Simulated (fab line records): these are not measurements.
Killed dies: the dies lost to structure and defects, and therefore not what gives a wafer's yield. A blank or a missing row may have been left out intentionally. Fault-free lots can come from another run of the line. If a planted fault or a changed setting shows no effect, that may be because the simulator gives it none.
Chamber matching / flow nand harc / NHARC_P_M2_DEP_33 on pecvd-01: 3 sister chambers
The step deposits SiCN, target thk 30 nm. 36 wafers are shown with their chamber, then 12 later ones without.

== WAFERS PAIRED WITH THEIR CHAMBERS ==
wafer=L076.1; chamber=2; heater power w (W)=608
wafer=L076.2; chamber=0; heater power w (W)=681
wafer=L076.3; chamber=1; heater power w (W)=590
wafer=L076.4; chamber=2; heater power w (W)=608
wafer=L076.5; chamber=1; heater power w (W)=618
wafer=L076.6; chamber=0; heater power w (W)=666
wafer=L077.2; chamber=2; heater power w (W)=603
wafer=L077.3; chamber=1; heater power w (W)=645
wafer=L077.4; chamber=0; heater power w (W)=613
wafer=L078.1; chamber=2; heater power w (W)=606
wafer=L078.2; chamber=1; heater power w (W)=628
wafer=L078.6; chamber=0; heater power w (W)=682
wafer=L080.1; chamber=0; heater power w (W)=627
wafer=L080.2; chamber=1; heater power w (W)=634
wafer=L080.4; chamber=2; heater power w (W)=618
wafer=L082.1; chamber=2; heater power w (W)=635
wafer=L082.4; chamber=1; heater power w (W)=504
wafer=L082.5; chamber=0; heater power w (W)=676
wafer=L085.2; chamber=0; heater power w (W)=579
wafer=L085.3; chamber=2; heater power w (W)=605
wafer=L085.5; chamber=0; heater power w (W)=596
wafer=L085.1; chamber=2; heater power w (W)=617
wafer=L085.4; chamber=0; heater power w (W)=598
wafer=L085.6; chamber=2; heater power w (W)=612
wafer=L087.1; chamber=1; heater power w (W)=558
wafer=L087.2; chamber=2; heater power w (W)=626
wafer=L087.3; chamber=0; heater power w (W)=679
wafer=L087.4; chamber=0; heater power w (W)=683
wafer=L087.5; chamber=1; heater power w (W)=548
wafer=L087.6; chamber=2; heater power w (W)=596
wafer=L088.4; chamber=1; heater power w (W)=633
wafer=L088.5; chamber=2; heater power w (W)=670
wafer=L088.6; chamber=0; heater power w (W)=702
wafer=L089.3; chamber=0; heater power w (W)=563
wafer=L089.4; chamber=0; heater power w (W)=562
wafer=L089.6; chamber=1; heater power w (W)=532

SIGNATURES (means of the wafers above)
reading=heater power w; chamber 0=636.21; chamber 1=589.00; chamber 2=617.00; scatter within a chamber=42.5
Rule: a wafer lies at a distance from a chamber equal to the root of the sum of squares, over the readings, of (its reading less the chamber's mean, divided by the reading's scatter). The wafer belongs to the nearest chamber; if the next one is less than 2 further off, it can't be placed. How the scatter is found: for the shown wafers, subtract from each reading the mean of its chamber, square and add these, divide the total by (wafers less chambers), then take the root.

== WAFERS MISSING THEIR CHAMBER ==
wafer=L090.2; heater power w (W)=637
wafer=L090.3; heater power w (W)=556
wafer=L090.6; heater power w (W)=616
wafer=L092.2; heater power w (W)=640
wafer=L092.3; heater power w (W)=633
wafer=L092.4; heater power w (W)=627
wafer=L091.1; heater power w (W)=653
wafer=L091.4; heater power w (W)=599
wafer=L091.5; heater power w (W)=578
wafer=L094.1; heater power w (W)=658
wafer=L094.5; heater power w (W)=606
wafer=L094.6; heater power w (W)=672

== EACH ONE'S CHAMBER ==
wafer=L090.2; from the rows above=can't be placed: 0 or 2 or 1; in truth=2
wafer=L090.3; from the rows above=can't be placed: 1 or 2 or 0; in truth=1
wafer=L090.6; from the rows above=can't be placed: 2 or 0 or 1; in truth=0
wafer=L092.2; from the rows above=can't be placed: 0 or 2 or 1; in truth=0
wafer=L092.3; from the rows above=can't be placed: 0 or 2 or 1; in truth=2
wafer=L092.4; from the rows above=can't be placed: 0 or 2 or 1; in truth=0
wafer=L091.1; from the rows above=can't be placed: 0 or 2 or 1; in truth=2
wafer=L091.4; from the rows above=can't be placed: 1 or 2 or 0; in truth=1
wafer=L091.5; from the rows above=can't be placed: 1 or 2 or 0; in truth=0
wafer=L094.1; from the rows above=can't be placed: 0 or 2 or 1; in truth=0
wafer=L094.5; from the rows above=can't be placed: 2 or 1 or 0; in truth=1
wafer=L094.6; from the rows above=can't be placed: 0 or 2 or 1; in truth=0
0 of 12 placed correctly. These rows do not allow placing 12 (true chamber among the candidates in 12). Placed wrongly: 0.
